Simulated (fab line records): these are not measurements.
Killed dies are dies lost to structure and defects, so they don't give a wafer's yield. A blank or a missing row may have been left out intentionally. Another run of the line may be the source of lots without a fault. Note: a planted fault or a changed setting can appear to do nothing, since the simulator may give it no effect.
Lot-split experiment + flow n5 finfet + 39 wafers read from 7 lots, route of 1938 steps

SPLIT DETAILS
At N5_GATE_CUT_ETCH_58 (etches SiNx in CH3F/O2, target depth 17 nm, time 128.6 s), the setting target depth a was moved away from the recipe's 170 angstrom on 15 of the 39 wafers read, by -12.6% to +6.6%. This setting was run at the recipe's value on the other wafers.

The reading is taken at the split's own step.

THE READING
etch.depth nm (the simulator's own value, which no gauge read), in nm, at N5_GATE_CUT_ETCH_58 (etches SiNx in CH3F/O2, target depth 17 nm, time 128.6 s). There is no usual value for it anywhere in the file. Across the 24 wafers here that went through the recipe, the average is 16.99 nm and the standard deviation 0.32 nm.

| wafer  | tool, chamber at the split | target depth a as run, angstrom | against the recipe | etch.depth nm, nm | against lot-mates on the recipe |
|--------|----------------------------|---------------------------------|--------------------|-------------------|---------------------------------|
| L078.1 | rie diel-02, 0             | 181.3                           | +6.6%              | 17.76             | +1.07                           |
| L078.2 | rie diel-02, 3             | 170                             | recipe             | 16.9              | -                               |
| L078.3 | rie diel-02, 1             | 170                             | recipe             | 16.44             | -                               |
| L078.4 | rie diel-02, 3             | 181.3                           | +6.6%              | 17.99             | +1.30                           |
| L078.5 | rie diel-02, 1             | 181.3                           | +6.6%              | 17.84             | +1.15                           |
| L078.6 | rie diel-02, 0             | 170                             | recipe             | 16.72             | -                               |
| L080.1 | rie diel-02, 0             | 151.3                           | -11.0%             | 14.82             | -1.90                           |
| L080.2 | rie diel-02, 3             | 170                             | recipe             | 16.79             | -                               |
| L080.3 | rie diel-02, 1             | 170                             | recipe             | 16.57             | -                               |
| L080.4 | rie diel-02, 2             | 151.3                           | -11.0%             | 15.27             | -1.45                           |
| L080.5 | rie diel-02, 2             | 151.3                           | -11.0%             | 15.23             | -1.49                           |
| L080.6 | rie diel-02, 3             | 170                             | recipe             | 16.81             | -                               |
| L081.1 | rie diel-01, 2             | 170                             | recipe             | 17.51             | -                               |
| L081.2 | rie diel-01, 1             | 161.2                           | -5.2%              | 16.15             | -1.31                           |
| L081.3 | rie diel-01, 3             | 170                             | recipe             | 17.49             | -                               |
| L081.4 | rie diel-01, 0             | 161.2                           | -5.2%              | 15.76             | -1.70                           |
| L081.5 | rie diel-01, 1             | 161.2                           | -5.2%              | 15.99             | -1.47                           |
| L081.6 | rie diel-01, 2             | 170                             | recipe             | 17.37             | -                               |
| L084.1 | rie diel-02, 0             | 170                             | recipe             | 16.87             | -                               |
| L084.2 | rie diel-02, 2             | 170                             | recipe             | 17.05             | -                               |
| L084.3 | rie diel-02, 3             | 170                             | recipe             | 16.95             | -                               |
| L084.4 | rie diel-02, 1             | 170                             | recipe             | 16.64             | -                               |
| L084.6 | rie diel-02, 1             | 170                             | recipe             | 16.64             | -                               |
| L084.5 | rie diel-02, 0             | 170                             | recipe             | 16.96             | -                               |
| L086.1 | rie diel-02, 0             | 170                             | recipe             | 16.98             | -                               |
| L086.4 | rie diel-02, 3             | 170                             | recipe             | 17.21             | -                               |
| L086.5 | rie diel-02, 2             | 170                             | recipe             | 17.38             | -                               |
| L094.1 | rie diel-01, 1             | 178.2                           | +4.8%              | 17.91             | +0.73                           |
| L094.2 | rie diel-01, 3             | 170                             | recipe             | 17.47             | -                               |
| L094.3 | rie diel-01, 2             | 170                             | recipe             | 17.46             | -                               |
| L094.4 | rie diel-01, 0             | 170                             | recipe             | 16.62             | -                               |
| L094.5 | rie diel-01, 1             | 178.2                           | +4.8%              | 17.66             | +0.48                           |
| L094.6 | rie diel-01, 0             | 178.2                           | +4.8%              | 17.4              | +0.22                           |
| L096.1 | rie diel-02, 2             | 148.5                           | -12.6%             | 15.24             | -1.72                           |
| L096.2 | rie diel-02, 0             | 170                             | recipe             | 16.98             | -                               |
| L096.3 | rie diel-02, 3             | 148.5                           | -12.6%             | 14.84             | -2.12                           |
| L096.4 | rie diel-02, 1             | 170                             | recipe             | 16.77             | -                               |
| L096.5 | rie diel-02, 2             | 148.5                           | -12.6%             | 15.3              | -1.66                           |
| L096.6 | rie diel-02, 3             | 170                             | recipe             | 17.12             | -                               |

FIT RESULTS
A straight line over all 39 wafers: etch.depth nm changes by +0.154 nm for each +1% of target depth a; r = +0.94; the points scatter about the line by 0.29 nm.
The same after taking each lot's own level away (the mean of its wafers on the recipe; 39 wafers): +0.154 nm for each +1%; r = +0.94; scatter 0.29 nm.
The reading moves by 2 nm for the largest change in target depth a, on that fit.
Measured against the standard deviation above, the lots' own levels, which go from 16.687 to 17.457 nm, span 2.4 times it.
Consequently the slope shifts little with the lot-to-lot level, the two slopes agreeing.
Check: with one of the wafers moved furthest among these (-12.6%) left out of the fit, the line predicts -2.05 nm for it against its lot-mates. Against them it came out at -1.72 nm.

ADDITIONAL SPLITS CARRIED BY THESE WAFERS
Note: prior to the reading, these wafers also went through further splits. Each is held against what the fit with the lots' levels taken away leaves over:
| other split on the same wafers        | wafers away from the commonest value | r with etch.depth nm (lot level and that fit taken away) |
|---------------------------------------|--------------------------------------|----------------------------------------------------------|
| N5_FIN_CUT_CUT_ETCH_15 target depth a | 18                                   | +0.26                                                    |
| N5_HKMG_FIN_ETCH_35 time s            | 9                                    | -0.01                                                    |

FILE'S OWN FIT
etch.depth nm changes by +0.156 nm for each +1% of target depth a, r = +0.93.
